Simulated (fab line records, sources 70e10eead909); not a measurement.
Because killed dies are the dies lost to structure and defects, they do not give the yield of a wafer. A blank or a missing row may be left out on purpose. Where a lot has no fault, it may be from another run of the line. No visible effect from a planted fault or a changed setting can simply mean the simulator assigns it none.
Chamber matching / flow nand_harc / cmp-02 running NHARC_P_BONDPAD_CMP_32: 4 sister chambers
The step polishes SiCN, target thk 200 nm. 8 wafers are shown with their chamber, then 11 later ones without.

## EACH WAFER AND ITS CHAMBER
wafer=L079.4; chamber=3; motor_current_A (A)=11.7
wafer=L080.1; chamber=2; motor_current_A (A)=11.9
wafer=L086.3; chamber=0; motor_current_A (A)=16.0
wafer=L086.4; chamber=2; motor_current_A (A)=10.9
wafer=L087.1; chamber=1; motor_current_A (A)=10.9
wafer=L087.3; chamber=3; motor_current_A (A)=11.8
wafer=L087.5; chamber=0; motor_current_A (A)=16.1
wafer=L089.1; chamber=1; motor_current_A (A)=10.5

## WAFERS WITH NO CHAMBER GIVEN
wafer=L089.4; motor_current_A (A)=11.8
wafer=L089.5; motor_current_A (A)=15.8
wafer=L091.2; motor_current_A (A)=10.6
wafer=L091.4; motor_current_A (A)=11.9
wafer=L091.5; motor_current_A (A)=11.5
wafer=L092.2; motor_current_A (A)=11.7
wafer=L092.5; motor_current_A (A)=10.9
wafer=L092.6; motor_current_A (A)=15.7
wafer=L093.4; motor_current_A (A)=11.9
wafer=L093.5; motor_current_A (A)=10.5
wafer=L093.6; motor_current_A (A)=11.1

## CHAMBER TAKEN BY EACH
wafer=L089.4; from the rows above=can't be placed: 3 or 2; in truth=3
wafer=L089.5; from the rows above=0; in truth=0
wafer=L091.2; from the rows above=can't be placed: 1 or 2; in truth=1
wafer=L091.4; from the rows above=can't be placed: 3 or 2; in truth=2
wafer=L091.5; from the rows above=can't be placed: 2 or 3 or 1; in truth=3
wafer=L092.2; from the rows above=can't be placed: 3 or 2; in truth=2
wafer=L092.5; from the rows above=can't be placed: 1 or 2 or 3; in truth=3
wafer=L092.6; from the rows above=0; in truth=0
wafer=L093.4; from the rows above=can't be placed: 3 or 2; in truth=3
wafer=L093.5; from the rows above=can't be placed: 1 or 2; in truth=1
wafer=L093.6; from the rows above=can't be placed: 2 or 1 or 3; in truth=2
2 of 11 placed correctly. These rows do not allow placing 9 (true chamber among the candidates in 9). 0 placed wrongly.
How it was worked out, from the rows above alone: a wafer's distance from a chamber is the root of the sum, over the readings, of the square of ((its reading less the chamber's mean) divided by the reading's scatter). If the next closest chamber is less than 2 further off than the closest, the wafer can't be placed; otherwise it belongs to the closest. For every chamber, the mean is computed from those of its wafers that are shown. The scatter: take each reading less its chamber's mean, square it, sum over the shown wafers, divide by the number of wafers less the number of chambers, and take the root.
